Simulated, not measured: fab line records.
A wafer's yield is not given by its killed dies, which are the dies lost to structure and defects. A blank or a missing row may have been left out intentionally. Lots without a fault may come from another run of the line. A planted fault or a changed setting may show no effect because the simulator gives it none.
Problem report in the 8D (eight disciplines) form, filled by code ; flow nand_harc ; the parts of the form that need people (team, actions taken, sign-off) are left out

1. THE PROBLEM
killed_at_array at NHARC_END_SORT_01 reads a mean of 672 on 6 wafers of 2 lots; wafers without a fault read 55 with a standard deviation of 19. That puts it +32 standard deviations away from the usual mean.
Earliest sighting: wafer L760.1 on prober-01 at day 25 16:00. The record has a number at this step for 23 wafers belonging to 8 lots. The rule behind "out" and "out of limits": a value lying over 4 standard deviations away from the usual mean. All remaining wafers that have a number are taken as sound.

2. WHAT IT IS, WHAT IT ISN'T
question;is;is not
which readings at this step;killed_at_array, killed_dies;killed_at_other, killed_at_periphery, killed_short
which lots;L760, L761;L769, L771, L772, L773, L777, L778
which wafers of those lots;all that have a number;-
read on which gauges;prober-01, prober-02;-
when;from day 25 16:00;"up to then (0 sound wafers); but 17 sound wafers of L769, L771, L772, L773, L777, L778 came after"

3. SUSPECTS, AND WHAT RULES EACH OUT
Counting: a tool stays on the suspect list if, at a process step up to the reading, it processed all lots that are out and no sound lot following the first of them.
- the gauge at NHARC_END_SORT_01: ruled out. 2 gauges (prober-01, prober-02) read the wafers that are out.
- har_cap_etch-02 at NHARC_A_CONTACT_ETCH_129 (etches the open film in C4F8/O2/Ar, time 197 s, target depth 1918 nm): ruled out as a lasting fault. Sound lots L769, L772, L778 ran on it after its first lot that is out, L760 (day 23 09:22).
Left after counting: nothing in the record.

4. THE CAUSE (what the simulator had put in)
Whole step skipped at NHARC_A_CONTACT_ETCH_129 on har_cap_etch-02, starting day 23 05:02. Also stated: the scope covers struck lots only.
The count ruled it out by mistake, since the rule takes a fault to strike every lot its tool runs from the start of the fault on, and this one did not do so.

5. THE EFFECT CHAIN, in route order
One row per reading whose mean, taken over the struck wafers that have a number, lies over 3 standard deviations from the usual. Only readings whose record carries a usual standard deviation are examined. hours: median over the lots of the time between each lot's start at the first step of this table that gives one and its start at this step. sigmas: the change, counted in usual standard deviations.
hours;step;reading;usual;on struck wafers;change;sigmas
0;NHARC_END_SORT_01;killed_at_array;55;672;+617;+32
0;NHARC_END_SORT_01;killed_dies;60;677;+617;+31
Readings that are blank on the struck wafers while sound wafers have them: chamber_pressure_mTorr at NHARC_A_CONTACT_ETCH_129; oes_air_line_au at NHARC_A_CONTACT_ETCH_129.

6. WHAT WOULD HAVE CAUGHT IT SOONER
The first out-of-limits reading at a measuring or inspecting step in this record came at day 25 16:00, 59 hours after the fault's start at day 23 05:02.
At NHARC_A_CONTACT_ETCH_129 the tool's readings are blank on the struck wafers, where sound wafers have them: an empty tool record is the first sign, and it was there at once.
